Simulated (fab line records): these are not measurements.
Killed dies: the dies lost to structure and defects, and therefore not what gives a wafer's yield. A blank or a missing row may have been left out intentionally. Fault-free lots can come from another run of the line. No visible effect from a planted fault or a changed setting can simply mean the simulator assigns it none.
Chamber matching	flow n5-finfet	rie-diel-06 running N5_MOL_CONTACT_COAG_VIA_ETCH_117: 4 sister chambers
The step etches SiO2 in C4F6/O2, target depth 40 nm, overetch 8 nm, time 26 s. 8 wafers are shown with their chamber, then 8 later ones without.

WAFERS PAIRED WITH THEIR CHAMBERS
wafer	chamber	rf-vpp-V (V)	throttle-valve-pct (%)
L085.1	0	1641	40.70
L085.3	1	1558	40.68
L086.2	0	1642	40.69
L086.4	1	1558	40.68
L091.3	2	1616	40.66
L091.4	3	1600	41.03
L091.5	2	1617	40.65
L092.1	3	1600	41.04

WAFERS MISSING THEIR CHAMBER
wafer	rf-vpp-V (V)	throttle-valve-pct (%)
L092.3	1558	40.69
L092.6	1602	41.05
L094.2	1642	40.71
L094.3	1556	40.69
L094.6	1557	40.70
L097.3	1557	40.70
L097.5	1617	40.68
L097.6	1557	40.69

WHICH CHAMBER EACH ONE RAN IN
wafer	from the rows above	in truth
L092.3	1	1
L092.6	3	3
L094.2	0	0
L094.3	1	1
L094.6	1	1
L097.3	1	1
L097.5	2	2
L097.6	1	1
Correctly placed: 8 of 8. Left unplaced by these rows: 0. Wrongly placed: 0.
How it was worked out, from the rows above alone: a wafer's distance from a chamber is the root of the sum, over the readings, of the square of ((its reading less the chamber's mean) divided by the reading's scatter). If the next closest chamber is less than 2 further off than the closest, the wafer can't be placed; otherwise it belongs to the closest. Each chamber's mean is taken over the wafers shown for it. The scatter: take each reading less its chamber's mean, square it, sum over the shown wafers, divide by the number of wafers less the number of chambers, and take the root.
